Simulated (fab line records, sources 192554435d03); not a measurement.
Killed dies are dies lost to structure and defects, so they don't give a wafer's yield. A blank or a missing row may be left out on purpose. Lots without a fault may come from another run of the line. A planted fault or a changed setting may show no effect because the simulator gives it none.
Split-lot experiment | flow n5_finfet | 7 lots, 39 wafers read, on a route of 1938 steps

THE SPLIT
At N5_BEOL_M4_ILD_DEP_00 (deposits SiOC from DEMS/O2, target thk 79 nm, time 15.3 s), the setting time_s was moved away from the recipe's 15.3 s on 15 of the 39 wafers read, by -17.8% to +57.1%. The other wafers ran this setting at the recipe's value.

The file shows no step between the split and the reading.

THE READING
M4_ILD_THK, in nm, at N5_BEOL_M4_THK_MEAS_01. Fault-free wafers of this fab line usually give 78.9 nm, standard deviation 0.92 nm.

wafer  | tool, chamber at the split | time_s as run, s | against the recipe | M4_ILD_THK, nm | against lot-mates on the recipe
L077.1 | pecvd-01, 1                | 17.69            | +15.6%             | 89.9           | +11.3
L077.2 | pecvd-01, 2                | 15.3             | recipe             | 77.6           | -
L077.3 | pecvd-01, 0                | 17.69            | +15.6%             | 90.2           | +11.6
L077.4 | pecvd-01, 0                | 15.3             | recipe             | 79.0           | -
L077.5 | pecvd-01, 1                | 15.3             | recipe             | 79.3           | -
L077.6 | pecvd-01, 2                | 17.69            | +15.6%             | 90.9           | +12.3
L082.1 | pecvd-04, 1                | 15.3             | recipe             | 79.4           | -
L082.2 | pecvd-04, 0                | 15.3             | recipe             | 77.8           | -
L082.3 | pecvd-04, 2                | 24.04            | +57.1%             | 122.2          | +43.0
L082.4 | pecvd-04, 1                | 15.3             | recipe             | 80.3           | -
L082.5 | pecvd-04, 2                | 24.04            | +57.1%             | 124.8          | +45.6
L082.6 | pecvd-04, 0                | 24.04            | +57.1%             | 124.0          | +44.8
L085.1 | pecvd-04, 0,1              | 15.3             | recipe             | 78.6           | -
L085.2 | pecvd-04, 2                | 15.3             | recipe             | 78.1           | -
L085.3 | pecvd-04, 0,1              | 15.3             | recipe             | 78.5           | -
L085.4 | pecvd-04, 0                | 15.3             | recipe             | 79.4           | -
L085.5 | pecvd-04, 1                | 15.3             | recipe             | 80.6           | -
L085.6 | pecvd-04, 2                | 15.3             | recipe             | 79.8           | -
L087.1 | pecvd-04, 0                | 12.58            | -17.8%             | 65.4           | -14.3
L087.2 | pecvd-04, 1                | 15.3             | recipe             | 79.1           | -
L087.3 | pecvd-04, 2                | 12.58            | -17.8%             | 64.2           | -15.5
L087.4 | pecvd-04, 1                | 12.58            | -17.8%             | 66.4           | -13.3
L087.5 | pecvd-04, 2                | 15.3             | recipe             | 79.8           | -
L087.6 | pecvd-04, 0                | 15.3             | recipe             | 80.3           | -
L088.1 | pecvd-01, 0                | 15.3             | recipe             | 78.5           | -
L088.2 | pecvd-01, 2                | 23.31            | +52.4%             | 118.1          | +39.6
L088.3 | pecvd-01, 1                | 15.3             | recipe             | 78.1           | -
L088.4 | pecvd-01, 0                | 23.31            | +52.4%             | 120.4          | +41.9
L088.5 | pecvd-01, 2                | 15.3             | recipe             | 79.0           | -
L088.6 | pecvd-01, 1                | 23.31            | +52.4%             | 120.6          | +42.1
L092.1 | pecvd-04, 1                | 15.3             | recipe             | 79.2           | -
L092.2 | pecvd-04, 2                | 15.3             | recipe             | 78.0           | -
L092.5 | pecvd-04, 0                | 15.3             | recipe             | 80.4           | -
L094.1 | pecvd-04, 2                | 15.3             | recipe             | 78.2           | -
L094.2 | pecvd-04, 0                | 15.3             | recipe             | 77.8           | -
L094.3 | pecvd-04, 1                | 19.45            | +27.1%             | 99.8           | +21.5
L094.4 | pecvd-04, 1                | 15.3             | recipe             | 79.0           | -
L094.5 | pecvd-04, 0,2              | 19.45            | +27.1%             | 100.6          | +22.3
L094.6 | pecvd-04, 0,2              | 19.45            | +27.1%             | 100.6          | +22.3
Where a row lists several chambers, the file gives one row for several wafers and doesn't say which wafer went through which chamber.

THE FIT
A straight line over all 39 wafers: M4_ILD_THK changes by +0.779 nm for each +1% of time_s; r = +1.00; the points scatter about the line by 0.92 nm.
The same after taking each lot's own level away (the mean of its wafers on the recipe; 39 wafers): +0.786 nm for each +1%; r = +1.00; scatter 0.87 nm.
On that fit, the largest move of time_s shifts the reading by 45 nm.
The lots' own levels span 78.33 to 79.73 nm, that is 1.5 times the standard deviation above.
So the lot-to-lot level changes the slope little: the two slopes agree.
Check: with one of the wafers moved furthest among these (+57.1%) left out of the fit, the line predicts +45.2 nm for it against its lot-mates. It came out at +43 nm against them.

OTHER SPLITS ON THESE WAFERS
These wafers also went through other splits before the reading. Each is held against what the fit with the lots' levels taken away leaves over:
other split on the same wafers            | wafers away from the commonest value | r with M4_ILD_THK (lot level and that fit taken away)
N5_HKMG_FIN_ALD_72 ald_cycles             | 15                                   | -0.01
N5_BEOL_M0_SAQP_DEVELOP_13 develop_time_s | 15                                   | +0.01

THE WHOLE CHAIN: every reading that the file lists as answering this split, in the file's order
step                   | what it does                                              | reading                                                                            | change (the file's fit)               | r (the file's)
N5_BEOL_M4_ILD_DEP_00  | deposits SiOC from DEMS/O2, target thk 79 nm, time 15.3 s | SiOC_of_BEOL_M4_ILD_DEP_00.thk_nm (the simulator's own value, which no gauge read) | +0.785 nm for each +1% of the setting | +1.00
N5_BEOL_M4_THK_MEAS_01 |                                                           | M4_ILD_THK                                                                         | +0.785 for each +1% of the setting    | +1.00

THE FILE'S OWN FIT
M4_ILD_THK changes by +0.785 nm for each +1% of time_s, r = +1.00.
